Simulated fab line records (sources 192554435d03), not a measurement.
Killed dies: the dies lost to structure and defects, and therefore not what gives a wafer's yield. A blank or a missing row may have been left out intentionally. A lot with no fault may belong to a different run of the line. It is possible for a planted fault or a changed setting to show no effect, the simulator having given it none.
fab line records	flow n5Finfet
record: lots: 9	wafers: 26	lastDay: 18
route steps=1938 shown BEOL_M8@1354
lots that met no fault: taken from a fault-free run of the same line
startH: the number of hours between the record's first day and the start of the first shown wafer of the lot	waitH: time in hours since the lot's previous step	" repeats the value in the row above	L1.1+2: several wafers, shown together as one row	- no value present, or no start provided	* or withheld: withheld	< > ~ a bound
route shown NAME@n: NAME is a module with steps in the file, n the number in the route of the first one	usual: the fault-free wafers' mean and standard deviation	same: alike in all rows	chamber/n: place in a boat	sites: each site's reading	_std_site: standard deviation across them	_edge_site: the outer-site mean with the inner-site mean subtracted	radiusMm: for every site, how far away it sits from the centre of the wafer	mask NAME#n: copy n	behind: the most recent tool/chamber to have shaped the wafer	hold: the reason the lot was held/the length of the hold in hours/how it ended	device: the transistor (n, p or np) that didn't switch	end of line: the tests these same wafers got at the end of their route	where a step has no rows: the recipe by itself	killed: dies that structure and defects cost at the first sort, which is not the same as the wafer's yield	map: the dies of a wafer, with x for killed, . for not killed, _ for no die there
set.NAME: the setting that was run; set.NAME@STEP: the one run at that earlier step	model.NAME: the simulator's own value behind a step, which no gauge read
route steps across a sampled set of lots; one table per step, one row per wafer
services: from which hour (startH, from the record's first day; less than 0 if before it) a tool's chamber was out of use, for how many hours, and why
== steps ==
step: N5_BEOL_M8_STRIP_19
recipe: chemistry: O2	powerW: 400	tempC: 40	pressureMtorr: 30	rfFrequencyHz: 6e+07	biasPowerW: 0	overashFraction: 0.2	o2FlowSccm: 225
usual: drypumpMotorCurrentA: 5.6/0.5	oesProductAu: 0.83/0.088	rfVppV: 3.7/0.57	showerheadPlenumPTorr: 2.11/0.092	throttleValvePct: 16.57/0.24
lot.wafer	tool	chamber	startH	waitH	drypumpMotorCurrentA	oesProductAu	rfHoursCounterH	rfVppV	showerheadPlenumPTorr	throttleValvePct
L466.1	rieDiel-01	3	211.63	0.1	6.1	0.89	27	3.3	2.07	16.73
L466.3	"	1	"	"	6.7	0.94	17	4.9	2.05	16.67
L466.5	"	1	"	"	6.7	0.93	-	3.4	2.05	16.64
L467.2	rieDiel-02	3	215.49	0.1	6.5	0.68	222	2.8	1.96	16.37
L467.5	"	0	"	"	5.6	0.70	-	3.4	2.00	16.81
L467.6	"	1	"	"	5.4	0.67	-	3.8	1.97	16.78
L469.2	rieDiel-06	1	239.64	0.2	4.9	0.78	142	3.3	2.10	16.50
L469.5	"	3	"	"	5.3	0.88	-	3.0	2.06	16.31
L469.6	"	2	"	"	5.5	0.83	-	4.3	2.12	16.94
L473.2	rieDiel-02	3	262.09	0.3	6.5	0.66	241	3.6	1.96	16.41
L473.5	"	2	"	"	5.4	0.89	-	4.8	2.23	16.59
L475.2	rieDiel-02	3	273.79	0.1	6.5	0.66	245	2.8	1.96	16.45
L475.3	"	0	"	"	5.6	0.69	220	3.3	1.99	16.85
L475.5	"	0	"	"	5.6	0.69	-	3.4	1.99	16.86
L482.1	rieDiel-02	1	318.56	0.1	5.4	0.92	24	3.5	2.22	16.36
L482.2	"	0	"	"	5.6	0.69	240	2.6	1.98	16.88
L482.3	"	3	"	"	6.5	0.99	1	3.2	2.21	15.97
L484.2	rieDiel-02	3	336.91	0.1	6.5	0.96	6	3.9	2.21	16.02
L484.4	"	1	"	"	5.3	0.90	30	2.8	2.22	16.38
L484.5	"	0	"	"	5.6	0.68	-	3.9	1.98	16.88
L486.2	rieDiel-02	1	355.39	0.1	5.4	0.89	36	3.6	2.22	16.41
L486.3	"	3	"	"	6.5	0.95	12	3.7	2.21	15.99
L486.6	"	1	"	"	5.4	0.88	-	3.6	2.22	16.39
L487.1	rieDiel-01	0	375.17	0.1	6.0	0.72	189	4.2	2.07	16.67
L487.5	"	3	"	"	6.1	0.82	-	3.1	2.05	16.83
L487.6	"	2	"	"	5.1	0.85	-	3.6	2.04	16.30
step: N5_BEOL_M8_DESCUM_33
recipe: chemistry: O2	timeS: 7	sourcePowerW: 50	biasPowerW: 20	pressureMtorr: 20	rfFrequencyHz: 2.712e+07	tempC: 40	resist: CAR-EUV	o2FlowSccm: 225
usual: drypumpMotorCurrentA: 5.7/0.53	oesProductAu: 0.84/0.089	rfVppV: 243.4/1.8	showerheadPlenumPTorr: 2.11/0.091	throttleValvePct: 20.31/0.24
lot.wafer	tool	chamber	startH	waitH	drypumpMotorCurrentA	oesProductAu	rfHoursCounterH	rfVppV	showerheadPlenumPTorr	throttleValvePct
L466.1	rieDiel-02	2	212.35	0.1	5.5	0.94	19	245.0	2.23	20.36
L466.3	"	3	"	"	6.5	0.68	221	240.0	1.96	20.07
L466.5	"	1	"	"	5.4	0.66	-	240.4	1.97	20.47
L467.2	rieDiel-01	3	216.77	0.3	6.1	0.90	28	242.7	2.07	20.55
L467.5	"	3	"	"	6.1	0.89	-	243.2	2.07	20.55
L467.6	"	0	"	"	6.0	0.75	-	243.5	2.08	20.29
L469.2	rieDiel-02	2	241.58	0.0	5.4	0.90	31	246.2	2.23	20.37
L469.5	"	2	"	"	5.4	0.89	-	244.8	2.23	20.36
L469.6	"	0	"	"	5.6	0.70	-	240.1	1.99	20.55
L473.2	rieDiel-02	2	266.13	0.1	5.4	0.88	40	245.0	2.23	20.37
L473.5	"	2	"	"	5.5	0.89	-	245.2	2.23	20.38
L475.2	rieDiel-02	0	275.40	0.0	5.6	0.70	220	240.8	1.98	20.56
L475.3	"	2	"	"	5.4	0.89	43	245.8	2.23	20.38
L475.5	"	2	"	"	5.4	0.89	-	246.2	2.23	20.40
L482.1	rieDiel-01	3	319.37	0.1	6.0	0.84	64	242.8	2.06	20.62
L482.2	"	2	"	"	5.1	0.87	51	242.7	2.04	19.99
L482.3	"	0	"	"	6.0	0.73	170	244.2	2.07	20.36
L484.2	rieDiel-02	3	340.32	0.3	6.5	0.96	7	245.7	2.21	19.72
L484.4	"	2	"	"	5.4	0.84	69	244.5	2.22	20.43
L484.5	"	1	"	"	5.4	0.90	-	244.7	2.22	20.17
L486.2	rieDiel-02	3	357.91	0.0	6.6	0.95	13	245.9	2.21	19.73
L486.3	"	2	"	"	5.4	0.84	76	244.5	2.21	20.42
L486.6	"	1	"	"	5.4	0.88	-	245.4	2.21	20.16
L487.1	rieDiel-02	2	376.15	0.5	5.4	0.83	84	246.2	2.21	20.43
L487.5	"	1	"	"	5.4	0.87	-	244.7	2.21	20.19
L487.6	"	2	"	"	5.4	0.83	-	243.4	2.21	20.45
step: N5_BEOL_M8_TRENCH_ETCH_37
recipe: chemistry: C4F6/O2	targetDepthA: 934.78	target: SiCOH_lowk	timeS: 31.2	ionEnergyEv: 250	pressureMtorr: 30	sourceW: 345	biasW: 185	Ar_flow_sccm: 300	C4F6_flow_sccm: 10	O2_flow_sccm: 10
usual: C4F6_flow_sccm: 10.000/0.026	drypumpMotorCurrentA: 5.7/0.54	oesProductAu: 0.84/0.088	rfVppV: 661/11	showerheadPlenumPTorr: 2.87/0.12	throttleValvePct: 20.82/0.22
lot.wafer	tool	chamber	startH	waitH	C4F6_flow_sccm	drypumpMotorCurrentA	oesProductAu	rfHoursCounterH	rfVppV	showerheadPlenumPTorr	throttleValvePct
L466.1	rieDiel-02	2	212.62	-	10.033	5.4	0.93	19	670	3.03	20.84
L466.3	"	3	"	"	10.030	6.6	0.68	221	651	2.69	20.63
L466.5	"	1	"	"	10.007	5.4	0.65	-	661	2.71	21.08
L467.2	rieDiel-01	3	217.04	-	10.006	6.1	0.90	28	657	2.81	21.02
L467.5	"	3	"	"	9.950	6.1	0.89	-	656	2.81	21.02
L467.6	"	0	"	"	10.021	6.0	0.76	-	653	2.87	21.02
L469.2	rieDiel-02	2	241.85	-	10.001	5.4	0.88	31	668	3.02	20.85
L469.5	"	2	"	"	10.029	5.4	0.90	-	669	3.02	20.85
L469.6	"	0	"	"	10.013	5.6	0.69	-	645	2.69	20.91
L473.2	rieDiel-02	2	266.41	-	10.025	5.4	0.89	40	669	3.02	20.86
L473.5	"	2	"	"	10.060	5.4	1.09	-	668	3.02	20.93
L475.2	rieDiel-02	0	275.67	-	10.061	5.6	0.69	220	646	2.68	20.93
L475.3	"	2	"	"	10.016	5.4	0.89	43	670	3.01	20.88
L475.5	"	2	"	"	10.005	5.4	1.09	-	669	3.01	20.95
L482.1	rieDiel-01	3	319.64	-	9.965	6.1	0.84	64	656	2.79	21.07
L482.2	"	2	"	"	10.020	5.1	0.87	51	674	2.77	20.47
L482.3	"	0	"	"	10.049	6.0	0.73	170	651	2.86	21.06
L484.2	rieDiel-02	3	340.59	-	10.021	6.5	0.96	7	663	3.02	20.32
L484.4	"	2	"	"	9.998	5.4	0.84	69	668	3.00	20.90
L484.5	"	1	"	"	10.005	5.4	0.89	-	672	3.03	20.78
L486.2	rieDiel-02	3	358.18	-	10.045	6.5	0.95	13	662	3.01	20.31
L486.3	"	2	"	"	10.004	5.4	0.84	76	669	3.00	20.91
L486.6	"	1	"	"	10.026	5.4	0.88	-	673	3.03	20.79
L487.1	rieDiel-02	2	376.43	-	9.995	5.4	0.83	84	668	3.00	20.91
L487.5	"	1	"	"	9.967	5.3	0.86	-	673	3.03	20.78
L487.6	"	2	"	"	9.982	5.4	0.82	-	668	3.00	20.93
step: N5_BEOL_M8_OCD_MEAS_38
usual: trenchDepthNm: 92.9/1.8
lot.wafer	tool	chamber	startH	waitH	trenchDepthNm
L466.1	ocd-01	-	212.78	-	93.1
L466.3	"	-	"	"	91.4
L466.5	"	-	"	"	89.5
L467.2	ocd-02	-	217.20	-	94.9
L467.5	"	-	"	"	95.8
L467.6	"	-	"	"	90.7
L469.2	ocd-02	-	242.01	-	91.7
L469.5	"	-	"	"	91.7
L469.6	"	-	"	"	89.7
L473.2	ocd-02	-	266.56	-	92.9
L473.5	"	-	"	"	127.4
L475.2	ocd-01	-	275.83	-	90.6
L475.3	"	-	"	"	93.4
L475.5	"	-	"	"	127.5
L482.1	ocd-02	-	319.80	-	94.4
L482.2	"	-	"	"	93.7
L482.3	"	-	"	"	89.7
L484.2	ocd-01	-	340.75	-	94.7
L484.4	"	-	"	"	92.9
L484.5	"	-	"	"	91.7
L486.2	ocd-02	-	358.34	-	95.4
L486.3	"	-	"	"	94.0
L486.6	"	-	"	"	92.2
L487.1	ocd-01	-	376.58	-	92.7
L487.5	"	-	"	"	92.1
L487.6	"	-	"	"	91.9
step: N5_BEOL_M8_SPUTTER_48
recipe: material: Cu	targetThkA: 100	tempC: -20	biasV: 60	powerW: 26000	chamberPressurePa: 0.13	timeS: 1.667
usual: chuckGasFlowSccm: 1.27/0.058	substrateTempC: -19.99/0.11	throttleValvePct: 30.0/0.98
lot.wafer	tool	chamber	startH	waitH	chuckGasFlowSccm	substrateTempC	throttleValvePct
L466.1	pvdSputter-01	-	214.56	0.1	1.21	-20.02	30.8
L466.3	"	-	"	"	1.23	-20.00	29.8
L466.5	"	-	"	"	1.25	-20.22	30.8
L467.2	pvdSputter-03	-	220.27	0.1	1.22	-20.10	31.7
L467.5	"	-	"	"	1.21	-19.96	31.9
L467.6	"	-	"	"	1.32	-19.89	30.2
L469.2	pvdSputter-01	-	243.48	0.1	1.32	-19.89	30.9
L469.5	"	-	"	"	1.38	-19.96	30.0
L469.6	"	-	"	"	1.29	-19.96	31.0
L473.2	pvdSputter-03	-	268.22	0.1	1.17	-20.09	31.7
L473.5	"	-	"	"	1.25	-20.18	32.3
L475.2	pvdSputter-02	-	277.03	0.1	1.26	-19.95	28.9
L475.3	"	-	"	"	1.25	-20.06	29.6
L475.5	"	-	"	"	1.33	-20.20	28.8
L482.1	pvdSputter-03	-	322.91	0.2	1.39	-19.88	32.0
L482.2	"	-	"	"	1.24	-19.93	29.0
L482.3	"	-	"	"	1.29	-19.84	29.4
L484.2	pvdSputter-02	-	342.78	0.2	1.27	-20.01	28.7
L484.4	"	-	"	"	1.33	-19.92	29.5
L484.5	"	-	"	"	1.20	-19.84	29.6
L486.2	pvdSputter-02	-	360.03	0.2	1.30	-19.91	29.5
L486.3	"	-	"	"	1.27	-20.00	28.7
L486.6	"	-	"	"	1.30	-19.92	28.8
L487.1	pvdSputter-01	-	379.34	0.1	1.30	-19.92	30.7
L487.5	"	-	"	"	1.27	-19.94	30.8
L487.6	"	-	"	"	1.27	-19.95	30.1
step: N5_BEOL_M8_THK_MEAS_53
recipe: thkMeasGauge: xrf	reads: Cu_of_BEOL_M8_ECD_50
usual: M8_THK: 79.6/2
lot.wafer	tool	chamber	startH	waitH	M8_THK[nm]
L466.1	filmMetro-02	-	215.97	-	81.2
L466.3	"	-	"	"	79.9
L466.5	"	-	"	"	77.4
L467.2	filmMetro-02	-	221.07	-	82.4
L467.5	"	-	"	"	83.4
L467.6	"	-	"	"	79.3
L469.2	filmMetro-01	-	244.29	-	77.9
L469.5	"	-	"	"	78.3
L469.6	"	-	"	"	75.7
L473.2	filmMetro-02	-	269.04	-	81.1
L473.5	"	-	"	"	116.0
L475.2	filmMetro-01	-	278.00	-	77.1
L475.3	"	-	"	"	81.0
L475.5	"	-	"	"	114.9
L482.1	filmMetro-01	-	323.72	-	82.4
L482.2	"	-	"	"	80.3
L482.3	"	-	"	"	76.4
L484.2	filmMetro-01	-	343.71	-	80.4
L484.4	"	-	"	"	79.9
L484.5	"	-	"	"	77.8
L486.2	filmMetro-01	-	361.05	-	81.7
L486.3	"	-	"	"	80.1
L486.6	"	-	"	"	77.9
L487.1	filmMetro-02	-	381.42	-	80.2
L487.5	"	-	"	"	78.5
L487.6	"	-	"	"	78.1
step: N5_BEOL_M8_RS_MEAS_57
recipe: thkMeasGauge: four-point-probe	reads: Cu_of_BEOL_M8_ECD_50+Co_of_BEOL_M8_CVD_78+TaN_of_BEOL_M8_ALD_77
usual: M8_RS: 0.288/0.0088
lot.wafer	tool	chamber	startH	waitH	M8_RS[ohm/sq]
L466.1	filmMetro-01	-	216.11	0.1	0.283
L466.3	"	-	"	"	0.290
L466.5	"	-	"	"	0.300
L467.2	filmMetro-02	-	221.24	0.1	0.276
L467.5	"	-	"	"	0.272
L467.6	"	-	"	"	0.290
L469.2	filmMetro-01	-	244.42	0.1	0.294
L469.5	"	-	"	"	0.291
L469.6	"	-	"	"	0.302
L473.2	filmMetro-01	-	269.17	0.1	0.281
L473.5	"	-	"	"	0.187
L475.2	filmMetro-02	-	278.13	0.1	0.298
L475.3	"	-	"	"	0.283
L475.5	"	-	"	"	0.189
L482.1	filmMetro-01	-	323.85	0.1	0.276
L482.2	"	-	"	"	0.287
L482.3	"	-	"	"	0.303
L484.2	filmMetro-02	-	343.84	0.1	0.284
L484.4	"	-	"	"	0.288
L484.5	"	-	"	"	0.296
L486.2	filmMetro-02	-	361.18	0.1	0.279
L486.3	"	-	"	"	0.286
L486.6	"	-	"	"	0.293
L487.1	filmMetro-01	-	381.55	0.1	0.284
L487.5	"	-	"	"	0.291
L487.6	"	-	"	"	0.294
== services ==
tool	chamber	startH	hours	kind
pvdSputter-02	-	207.32	1.6	repair
rieDiel-02	1	209.60	1.2	repair
rieDiel-06	2	212.80	6.6	repair
rieDiel-02	1	219.98	-	clean
rieDiel-02	1	219.98	-	consumableReplace:focusRing
rieDiel-02	1	219.98	-	consumableReplace:showerhead
rieDiel-02	1	219.98	28.3	scheduledDown
rieDiel-02	1	219.98	28.3	ventCycle
rieDiel-01	0	231.78	6.0	repair
rieDiel-02	0	262.90	4.5	repair
rieDiel-02	3	287.94	-	clean
rieDiel-02	3	287.94	-	consumableReplace:focusRing
rieDiel-02	3	287.94	-	consumableReplace:showerhead
rieDiel-02	3	287.94	28.8	scheduledDown
rieDiel-02	3	287.94	28.8	ventCycle
rieDiel-06	0	323.70	2.2	repair
rieDiel-02	0	353.41	-	clean
rieDiel-02	0	353.41	-	consumableReplace:focusRing
rieDiel-02	0	353.41	-	consumableReplace:showerhead
rieDiel-02	0	353.41	14.4	scheduledDown
rieDiel-02	0	353.41	14.4	ventCycle
== key ==
firstSign: step: N5_BEOL_M8_TRENCH_ETCH_37	reading: oesProductAu	direction: up	sigmas: 2.9	usual: 0.84	struck: 1.09
effect: step: N5_BEOL_M8_OCD_MEAS_38	reading: trenchDepthNm	direction: up	sigmas: 19	usual: 92.9	struck: 127.5
effect: step: N5_BEOL_M8_THK_MEAS_53	reading: M8_THK	direction: up	sigmas: 18	usual: 79.6	struck: 115.5
effect: step: N5_BEOL_M8_RS_MEAS_57	reading: M8_RS	direction: down	sigmas: 11	usual: 0.288	struck: 0.188
metAt N5_BEOL_M8_TRENCH_ETCH_37
struckLots L473,L475
struckWafers L473.5,L475.5
notActingAt N5_BEOL_M8_STRIP_19,N5_BEOL_M8_DESCUM_33,N5_BEOL_M8_SPUTTER_48
onsetBetween 241.85 266.41
fault: kind: processParameterDrift	tool: rieDiel-02	chamber: -	onsetH: 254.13	steps: N5_BEOL_M8_TRENCH_ETCH_37	channel: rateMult	offset: 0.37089	shape: step	endH: 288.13	scope: struckWafersOnly
